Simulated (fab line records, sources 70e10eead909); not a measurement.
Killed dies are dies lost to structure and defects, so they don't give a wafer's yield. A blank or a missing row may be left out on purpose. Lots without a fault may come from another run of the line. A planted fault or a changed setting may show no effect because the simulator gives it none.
fab line records | flow nand_harc
record lots=7 wafers=19 last_day=24
route steps=1159 shown A_CHANNEL_HOLE_D1@482 A_CHANNEL_FILL_D1@490 END@1159
lots that met no fault: from a run of the same line without faults
start_h: hours from the record's first day to the start of the lot's first wafer shown | wait_h: hours since the lot's step before | " the same as in the row above | L1.1+2: a row that stands for several wafers | - no value, or no start given | * or withheld: withheld | < > ~ a bound
route shown NAME@n: a module of which the file shows steps, and the number in the route of the first | usual: mean/standard deviation of fault-free wafers | same: alike in all rows | chamber/n: place in a boat | sites: the reading at each site | _std_site: their standard deviation | _edge_site: outer sites' mean less inner sites' | radius_mm: how far each site lies from the wafer's centre | mask NAME#n: copy n | behind: the tool/chamber that last shaped the wafer | hold: why the lot was held/for how many hours/how that ended | device: the transistor (n, p or np) that didn't switch | end of line: the same wafers' tests at the end of the route | a step without rows: its recipe alone | killed: dies lost to structure and defects at the first sort, not the wafer's yield | map: a wafer's dies, x killed, . not, _ none there
set.NAME: the setting as run; set.NAME@STEP: as run at that earlier step | model.NAME: the simulator's own value behind a step, which no gauge read
lots at some steps of the route; a table a step, a row a wafer
services: from which hour (start_h, from the record's first day; less than 0 if before it) a tool's chamber was out of use, for how many hours, and why
## steps
# step NHARC_A_CHANNEL_HOLE_D1_STRIP_43
# recipe o2_flow_sccm=400 cos_flow_sccm=20 ar_flow_sccm=0 bias_w=0 chemistry=O2/COS
# step NHARC_A_CHANNEL_HOLE_D1_ETCH_44
# recipe target_depth_a=1400 overetch_a=140 time_s=77 ion_energy_ev=100 cf4_flow_sccm=80 o2_flow_sccm=20 ar_flow_sccm=0 rf_w=300 bias_w=100 chemistry=CF4/O2
# usual drypump_motor_current_A=5.8/0.46 oes_product_au=1.000/0.01 rf_vpp_V=197.8/1.3 showerhead_plenum_p_Torr=1.33/0.057 throttle_valve_pct=13.396/0.0091
# columns lot.wafer tool chamber start_h wait_h drypump_motor_current_A oes_product_au rf_hours_counter_h rf_vpp_V showerhead_plenum_p_Torr throttle_valve_pct
L278.1 rie_diel-06 2 197.34 0.1 5.6 1.007 10 195.7 1.28 13.397
L278.2 " 0 " " 5.9 0.984 9 199.4 1.39 13.394
L278.4 " 1 " " 6.0 0.997 - 195.4 1.24 13.396
L286.1 rie_diel-05 3 235.09 0.1 5.4 1.013 4 199.1 1.34 13.392
L286.5 " 2 " " 5.5 1.014 - 197.3 1.35 13.383
L286.6 " 3 " " 5.4 1.017 - 196.6 1.34 13.397
L290.3 rie_diel-06 1 266.05 0.1 6.0 0.998 1 196.0 1.24 13.386
L290.6 " 3 " " 5.0 1.005 - 196.4 1.25 13.401
L290.5 " 0 " " 5.9 1.004 - 199.1 1.39 13.385
L291.3 rie_diel-06 2 272.15 0.1 5.6 0.990 1 196.1 1.27 13.402
L291.1 " 0 " " 5.9 1.005 2 198.7 1.39 13.400
L292.2 rie_diel-05 0 280.83 0.1 5.2 1.004 7 199.8 1.40 13.382
L292.4 " 1 " " 5.6 1.016 6 198.7 1.32 13.377
L295.2 rie_diel-07 0 289.03 0.0 6.7 0.997 3 198.0 1.34 13.404
L295.3 " 2 " " 6.3 0.986 3 197.7 1.39 13.387
L295.5 " 1 " " 5.8 0.997 - 199.4 1.41 13.384
L297.2 rie_diel-05 1 302.78 0.1 5.6 1.003 8 198.3 1.32 13.407
L297.1 " 2 " " 5.5 0.999 9 199.2 1.34 13.403
L297.4 " 3 " " 5.4 1.006 9 197.0 1.34 13.382
# step NHARC_A_CHANNEL_HOLE_D1_STRIP_27
# recipe o2_flow_sccm=500 ar_flow_sccm=0 bias_w=0 chemistry=O2
# usual drypump_motor_current_A=5.8/0.45 oes_product_au=1.001/0.0096 rf_vpp_V=57.8/0.98 showerhead_plenum_p_Torr=3.52/0.15 throttle_valve_pct=17.037/0.0098
# columns lot.wafer tool chamber start_h wait_h drypump_motor_current_A oes_product_au rf_hours_counter_h rf_vpp_V showerhead_plenum_p_Torr throttle_valve_pct
L278.1 rie_diel-06 2 - - 5.7 1.004 10 59.1 3.38 17.030
L278.2 " 0 " " 5.9 0.998 9 57.5 3.67 17.035
L278.4 " 2 " " 5.7 0.990 - 56.7 3.38 17.046
L286.1 rie_diel-05 2 - - 5.5 1.016 4 58.2 3.55 17.028
L286.6 " 0 " " 5.2 1.011 - 58.3 3.69 17.039
L286.5 " 1 " " 5.6 1.004 - 58.5 3.50 17.049
L290.3 rie_diel-06 3 - - 5.0 1.008 1 57.0 3.31 17.039
L290.5 " 3 " " 5.0 1.011 - 57.3 3.31 17.028
L290.6 " 0 " " 5.9 1.005 - 58.5 3.67 17.047
L291.1 rie_diel-06 1 - - 6.0 1.007 2 56.4 3.29 17.015
L291.3 " 2 " " 5.7 1.000 1 56.8 3.37 17.050
L292.2 rie_diel-05 2 - - 5.5 1.003 7 59.6 3.55 17.032
L292.4 " 1 " " 5.6 1.011 7 57.4 3.50 17.047
L295.2 rie_diel-07 2 - - 6.3 1.000 3 58.4 3.68 17.050
L295.3 " 3 " " 6.1 0.985 3 57.9 3.43 17.024
L295.5 " 0 " " 6.7 0.989 - 58.9 3.54 17.040
L297.4 rie_diel-05 3 - - 5.4 1.009 9 59.2 3.53 17.034
L297.2 " 0 " " 5.2 1.008 8 58.3 3.68 17.033
L297.1 " 1 " " 5.6 1.002 8 58.2 3.50 17.020
# step NHARC_A_CHANNEL_HOLE_D1_PRECLEAN_28
# recipe time_s=* temp_c=50 bath_age_min=0 chemistry=SC1
# step NHARC_A_CHANNEL_HOLE_D1_SRD_29
# step NHARC_A_CHANNEL_HOLE_D1_CD_MEAS_30
# usual cd_nm=89.9/1.3
# columns lot.wafer tool chamber start_h wait_h cd_nm
L278.1 cd_sem-01 - 198.26 - 90.0
L278.2 " - " " 89.1
L278.4 " - " " 90.0
L286.1 cd_sem-03 - 235.88 - 88.2
L286.5 " - " " 91.1
L286.6 " - " " 88.8
L290.3 cd_sem-03 - 266.85 - 91.1
L290.5 " - " " 89.6
L290.6 " - " " 92.9
L291.1 cd_sem-03 - 272.93 - 89.6
L291.3 " - " " 88.8
L292.2 cd_sem-03 - 281.61 - 89.4
L292.4 " - " " 91.5
L295.2 cd_sem-03 - 289.87 0.1 91.8
L295.3 " - " " 88.9
L295.5 " - " " 89.0
L297.1 cd_sem-01 - 303.57 - 89.3
L297.2 " - " " 91.4
L297.4 " - " " 89.9
# step NHARC_A_CHANNEL_HOLE_D1_XSEM_31
# recipe landing_energy_ev=35000
# usual bot_cd_nm=74.3/1.4 bow_nm=8.65/0.23 tilt_deg=0.09/0.037
# columns lot.wafer tool chamber start_h wait_h bot_cd_nm bow_nm tilt_deg
L278.1 xsem-02 0 198.35 0.1 74.1 8.90 0.10
L278.2 " 0 " " 73.5 8.83 0.11
L278.4 " 0 " " 75.0 8.76 0.11
L286.1 xsem-02 0 235.97 0.1 73.2 8.04 0.09
L286.5 " 0 " " 75.1 8.05 0.09
L286.6 " 0 " " 73.2 8.03 0.09
L290.3 xsem-02 0 266.94 0.1 76.2 8.80 0.10
L290.5 " 0 " " 73.0 8.81 0.10
L290.6 " 0 " " 76.9 8.75 0.10
L291.1 xsem-01 0 273.02 0.1 74.2 8.55 0.09
L291.3 " 0 " " 73.6 8.60 0.09
L292.2 xsem-01 0 281.70 0.1 73.5 8.32 0.09
L292.4 " 0 " " 76.3 8.34 0.09
L295.2 xsem-01 0 289.96 0.1 76.3 9.08 0.16
L295.3 " 0 " " 73.1 9.01 0.17
L295.5 " 0 " " 73.9 9.09 0.16
L297.1 xsem-01 0 303.66 0.1 74.6 8.95 0.06
L297.2 " 0 " " 76.7 8.82 0.06
L297.4 " 0 " " 75.5 8.85 0.07
# step NHARC_A_CHANNEL_HOLE_D1_INSPECT_40
# usual raw_defect_count=61/18
# columns lot.wafer tool chamber start_h wait_h raw_defect_count
L278.1 defect_inspect-02 - 198.45 - 43
L278.2 " - " " 55
L278.4 " - " " 42
L286.1 defect_inspect-01 - 236.07 - 66
L286.5 " - " " 61
L286.6 " - " " 49
L290.3 defect_inspect-02 - 267.03 - 65
L290.5 " - " " 60
L290.6 " - " " 38
L291.1 defect_inspect-01 - 273.12 - 99
L291.3 " - " " 84
L292.2 defect_inspect-01 - 281.79 - 52
L292.4 " - " " 76
L295.2 defect_inspect-01 - 290.06 - 103
L295.3 " - " " 89
L295.5 " - " " 93
L297.1 defect_inspect-01 - 303.76 - 57
L297.2 " - " " 39
L297.4 " - " " 53
# step NHARC_A_CHANNEL_FILL_D1_PRECLEAN_00
# recipe time_s=* temp_c=50 bath_age_min=0 chemistry=SC1
# step NHARC_A_CHANNEL_FILL_D1_SRD_01
# step NHARC_A_CHANNEL_FILL_D1_ALD_02
# recipe target_thk_a=60 pulse_time_s=10 ald_cycles=60 temp_c=300 material=SiO2
# usual ald_cycles=60/0 heater_power_w=497/66 precursor_pulse_height_rel=1.000/0.02 susceptor_temp_C=300.04/0.2
# columns lot.wafer tool chamber start_h wait_h ald_cycles heater_power_w precursor_pulse_height_rel susceptor_temp_C
L278.2 ald_hk-04 1 198.72 - 60 591 1.010 299.68
L278.1 " 2 " " 60 491 0.994 299.62
L278.4 " 3 " " 60 502 1.028 300.09
L286.1 ald_hk-02 0 238.84 - 60 473 0.999 300.04
L286.5 " 1 " " 60 391 0.996 300.00
L286.6 " 2 " " 60 408 0.991 300.16
L290.3 ald_hk-01 3 270.33 - 60 619 1.005 -
L290.6 " 2 " " 60 439 0.949 -
L290.5 " 3 " " 60 607 0.984 -
L291.3 ald_hk-01 2 273.31 - 60 432 0.996 299.87
L291.1 " 1 " " 60 559 1.018 300.04
L292.2 ald_hk-04 0 282.06 - 60 495 1.005 300.04
L292.4 " 1 " " 60 572 0.995 299.84
L295.3 ald_hk-04 1 290.33 - 60 583 0.983 299.85
L295.2 " 2 " " 60 502 0.977 299.84
L295.5 " 1 " " 60 576 0.985 299.90
L297.4 ald_hk-04 0 305.21 - 60 493 0.962 300.11
L297.1 " 1 " " 60 579 1.013 299.65
L297.2 " 3 " " 60 525 0.987 299.98
# step NHARC_A_CHANNEL_FILL_D1_ALD_03
# recipe target_thk_a=60 pulse_time_s=60 ald_cycles=58 temp_c=630 pressure_torr=2 material=SiNx
# step NHARC_A_CHANNEL_FILL_D1_ALD_14
# recipe target_thk_a=25 pulse_time_s=10 ald_cycles=25 temp_c=300 material=SiO2
# usual ald_cycles=25/0 heater_power_w=493/66 precursor_pulse_height_rel=0.999/0.02 susceptor_temp_C=300.02/0.2
# columns lot.wafer tool chamber start_h wait_h ald_cycles heater_power_w precursor_pulse_height_rel susceptor_temp_C
L278.2 ald_hk-02 3 205.70 0.1 25 486 1.019 299.99
L278.1 " 0 " " 25 458 1.006 300.13
L278.4 " 1 " " 25 395 0.972 299.85
L286.1 ald_hk-01 3 245.37 0.2 25 616 0.978 299.92
L286.6 " 1 " " 25 566 0.998 300.35
L286.5 " 2 " " 25 440 0.994 299.99
L290.3 ald_hk-01 0 278.00 0.8 28 464 1.032 299.84
L290.6 " 2 " " 25 440 0.973 300.39
L290.5 " 3 " " 25 608 1.003 299.93
L291.1 ald_hk-01 0 280.38 0.0 25 466 1.011 299.94
L291.3 " 2 " " 28 438 0.968 300.34
L292.4 ald_hk-01 2 288.75 0.0 25 425 0.981 -
L292.2 " 0 " " 28 466 0.987 -
L295.2 ald_hk-02 3 296.96 0.0 25 466 1.008 300.15
L295.3 " 0 " " 25 452 1.018 300.17
L295.5 " 0 " " 25 460 0.984 299.96
L297.1 ald_hk-02 2 312.24 0.1 25 401 1.009 299.96
L297.4 " 3 " " 25 468 1.000 300.07
L297.2 " 0 " " 25 467 1.004 299.99
# step NHARC_A_CHANNEL_FILL_D1_ALD_15
# recipe target_thk_a=20 pulse_time_s=60 ald_cycles=19 temp_c=630 pressure_torr=2 material=SiNx
# usual ald_cycles=19/0 precursor_pulse_height_rel=1.001/0.022 susceptor_temp_C=629.9/0.31
# columns lot.wafer tool chamber start_h wait_h ald_cycles precursor_pulse_height_rel susceptor_temp_C
L278.1 ald_sin_batch-03 0 - - 19 1.000 630.2
L278.2 " 0 " " 19 1.045 630.1
L278.4 " 0 " " 19 1.011 629.9
L286.1 ald_sin_batch-03 0 248.56 3.1 19 0.961 -
L286.5 " 0 " " 19 0.988 -
L286.6 " 0 " " 19 0.993 -
L290.3 ald_sin_batch-02 0 - - 19 0.998 630.4
L290.5 " 0 " " 19 0.985 630.1
L290.6 " 0 " " 19 0.991 629.8
L291.1 ald_sin_batch-02 0 - - 19 0.999 629.6
L291.3 " 0 " " 19 0.992 629.7
L292.2 ald_sin_batch-01 0 - - 19 1.025 629.4
L292.4 " 0 " " 19 0.994 629.4
L295.2 ald_sin_batch-01 0 - - 19 1.000 629.8
L295.3 " 0 " " 19 1.030 629.3
L295.5 " 0 " " 19 1.019 629.7
L297.1 ald_sin_batch-01 0 - - 19 1.021 630.3
L297.2 " 0 " " 19 0.990 629.9
L297.4 " 0 " " 19 0.999 630.0
# step NHARC_END_SORT_01
# recipe temp_c=25
# usual killed_at_array=29/13 killed_at_other=0.7/1 killed_at_periphery=3.2/2.3 killed_dies=33/13 killed_open=3.3/1.7 killed_short=2.0/1.5
# same gross_dies=677
# columns lot.wafer tool chamber start_h wait_h killed_at_array killed_at_other killed_at_periphery killed_dies killed_open killed_short
L278.1 prober-01 0 454.70 2.5 25 0 2 27 2 2
L278.2 prober-01 0 455.50 2.8 15 1 1 17 2 3
L278.4 prober-01 0 457.11 3.4 16 0 2 18 2 0
L286.5 prober-01 0 508.90 3.7 14 1 13 28 2 3
# killed by level:class
L278.1 A_SLIT:chamber_film_flake=11 A_STAIRCASE:chamber_film_flake=4 A_CONTACT:chamber_film_flake=3 A_CHANNEL_HOLE_D1:chamber_film_flake=2 A_WL_FILL:chamber_film_flake=2 P_M0:geometric_particle:open=1 A_SGD_CUT:geometric_particle:short=1 A_WL_FILL:geometric_particle:short=1
L278.2 A_SLIT:chamber_film_flake=6 A_CHANNEL_HOLE_D1:chamber_film_flake=2 A_WL_FILL:chamber_film_flake=2 A_CONTACT:chamber_film_flake=2 P_STI:geometric_particle:short=1 A_WL_FILL:geometric_particle:short=1 A_WL_FILL:geometric_particle:open=1 A_CONTACT:geometric_particle:short=1
L278.4 A_SLIT:chamber_film_flake=7 A_CHANNEL_HOLE_D1:chamber_film_flake=2 A_STAIRCASE:chamber_film_flake=2 A_CONTACT:chamber_film_flake=2 A_CHANNEL_FILL_D1:geometric_particle:open=1 A_M0:geometric_particle:open=1 P_GATE:chamber_film_flake=1 P_CONTACT:chamber_film_flake=1
L286.5 P_ZERO_WELL:chamber_film_flake=7 P_M1:chamber_film_flake=4 A_STAIRCASE:chamber_film_flake=4 A_CONTACT:chamber_film_flake=3 P_CONTACT:geometric_particle:open=1 A_SOURCE_PLATE:geometric_particle:short=1 A_CHANNEL_FILL_D1:geometric_particle:open=1 A_CONTACT:geometric_particle:short=1
## services
# columns tool chamber start_h hours kind
xsem-01 - 184.56 0.6 repair
rie_diel-06 0 195.70 - clean
rie_diel-06 1 195.70 - clean
rie_diel-06 2 195.70 - clean
rie_diel-06 3 195.70 - clean
rie_diel-06 3 197.03 5.0 repair
rie_diel-05 0 197.24 - clean
rie_diel-05 1 197.24 - clean
rie_diel-05 2 197.24 - clean
rie_diel-05 3 197.24 - clean
ald_sin_batch-03 - 210.82 2.5 repair
rie_diel-06 0 220.20 - clean
rie_diel-06 1 220.20 - clean
rie_diel-06 2 220.20 - clean
rie_diel-06 3 220.20 - clean
rie_diel-05 0 221.79 - clean
rie_diel-05 1 221.79 - clean
rie_diel-07 - 228.20 9.0 pm
ald_hk-01 - 231.04 10.0 pm
rie_diel-06 - 241.20 9.0 pm
ald_hk-01 - 256.30 0.9 repair
rie_diel-05 - 282.34 1.2 repair
xsem-02 - 302.00 14.0 pm
ald_sin_batch-03 - 314.00 26.0 pm
## key
first_sign step=NHARC_A_CHANNEL_FILL_D1_ALD_14 reading=ald_cycles direction=up sigmas=99+ usual=25 struck=28
effect none on later readings
met_at NHARC_A_CHANNEL_FILL_D1_ALD_14
struck_wafers L290.3,L291.3,L292.2
tester_left_out L290,L291,L292
onset_between 245.37 278.00
fault kind=process_parameter_drift tool=ald_hk-01 chamber=- onset_h=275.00 steps=NHARC_A_CHANNEL_FILL_D1_ALD_14 channel=ald_cycles offset=3 shape=step end_h=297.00 scope=struck_wafers_only acts_in=these_recipes_only stated=25
# tester_left_out: of these lots the tester's yield and bins aren't shown, on N5 and GAA mostly nor the transistor test; their killed dies are dies lost to structure and defects alone, not to doping, threshold or leakage, so they don't give the yield
